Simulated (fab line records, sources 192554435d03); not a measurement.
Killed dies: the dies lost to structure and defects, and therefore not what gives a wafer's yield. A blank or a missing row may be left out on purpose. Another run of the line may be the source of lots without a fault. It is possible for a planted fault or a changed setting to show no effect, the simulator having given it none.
Lot-split experiment    flow n5Finfet    route with 1938 steps; 7 lots, 21 wafers read

ABOUT THE SPLIT
At N5_GATE_CUT_DESCUM_18 (chemistry O2, time 7 s), the setting timeS was moved away from the recipe's 7 s on 7 of the 21 wafers read, by -16.8% to +5.8%. This setting was run at the recipe's value on the other wafers.

Split to reading: the file shows no intervening step.

THE READING
CAR-EUV_of_GATE_CUT_COAT_07.thkNm (the simulator's own value, which no gauge read), in nm, at N5_GATE_CUT_ETCH_28 (etches underlayer in N2/H2, target depth 13 nm, time 10.4 s). No usual value for it is given in the file. The 14 wafers here that ran the recipe average 14.7 nm, standard deviation 0.096 nm.

wafer   tool, chamber at the split  timeS as run, s  against the recipe  CAR-EUV_of_GATE_CUT_COAT_07.thkNm, nm  against lot-mates on the recipe
L076.4  rieDiel-02, 0,1             7                recipe              14.6                                   -
L076.5  rieDiel-02, 2               6.317            -9.8%               15                                     +0.3
L076.6  rieDiel-02, 0,1             7                recipe              14.8                                   -
L079.2  rieDiel-06, 2,3             6.393            -8.7%               15                                     +0.4
L079.3  rieDiel-06, 2,3             6.393            -8.7%               15                                     +0.4
L079.4  rieDiel-06, 0               7                recipe              14.6                                   -
L080.1  rieDiel-06, 2,3             5.827            -16.8%              15                                     +0.4
L080.3  rieDiel-06, 2,3             5.827            -16.8%              15                                     +0.4
L080.6  rieDiel-06, 2               7                recipe              14.6                                   -
L084.1  rieDiel-02, 2,1             7                recipe              14.6                                   -
L084.4  rieDiel-02, 2               7                recipe              14.6                                   -
L084.2  rieDiel-02, 2,1             7                recipe              14.8                                   -
L087.2  rieDiel-02, 1               7                recipe              14.8                                   -
L087.3  rieDiel-02, 0,2             7                recipe              14.6                                   -
L087.4  rieDiel-02, 0,2             7                recipe              14.6                                   -
L088.3  rieDiel-02, 0               7.408            +5.8%               14.4                                   -0.2
L088.4  rieDiel-02, 2               7                recipe              14.6                                   -
L088.5  rieDiel-02, 2               7                recipe              14.6                                   -
L092.1  rieDiel-02, 1,3             7                recipe              14.8                                   -
L092.3  rieDiel-02, 1,3             7                recipe              14.8                                   -
L092.2  rieDiel-02, 0               6.377            -8.9%               15                                     +0.2
If several chambers appear in one row, that row covers several wafers at once and the file leaves open which wafer was in which chamber.

FIT RESULTS
A straight line over all 21 wafers: CAR-EUV_of_GATE_CUT_COAT_07.thkNm changes by -0.0265 nm for each +1% of timeS; r = -0.85; the points scatter about the line by 0.1 nm.
The same after taking each lot's own level away (the mean of its wafers on the recipe; 21 wafers): -0.0281 nm for each +1%; r = -0.90; scatter 0.085 nm.
The reading moves by 0.47 nm for the largest change in timeS, on that fit.
Measured against the standard deviation above, the lots' own levels, which go from 14.60 to 14.80 nm, span 2.1 times it.
So the lot-to-lot level changes the slope little: the two slopes agree.
Check: with one of the wafers moved furthest among these (-16.8%) left out of the fit, the line predicts +0.51 nm for it against its lot-mates. It came out at +0.4 nm against them.

OTHER SPLITS ON THESE WAFERS
Other splits were also applied to these wafers ahead of the reading. Each is held against what the fit with the lots' levels taken away leaves over:
other split on the same wafers  wafers away from the commonest value  r with CAR-EUV_of_GATE_CUT_COAT_07.thkNm (lot level and that fit taken away)
N5_SDB_COAT_04 spinRpm          9                                     -0.36
N5_HKMG_FIN_EXPOSE_09 doseMj    9                                     +0.18
N5_HKMG_FIN_ETCH_31 biasW       6                                     +0.20

THE WHOLE CHAIN: every reading that the file lists as answering this split, in the file's order
step                   what it does                                                 reading                                                                             change (the file's fit)                 r (the file's)
N5_GATE_CUT_DESCUM_18  chemistry O2, time 7 s                                       CAR-EUV_of_GATE_CUT_COAT_07.thkNm (the simulator's own value, which no gauge read)  -0.033 nm for each +1% of the setting   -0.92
N5_GATE_CUT_ETCH_28    etches underlayer in N2/H2, target depth 13 nm, time 10.4 s  CAR-EUV_of_GATE_CUT_COAT_07.thkNm (the simulator's own value, which no gauge read)  -0.0284 nm for each +1% of the setting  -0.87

THE FILE'S OWN FIT
CAR-EUV_of_GATE_CUT_COAT_07.thkNm changes by -0.0284 nm for each +1% of timeS, r = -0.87.
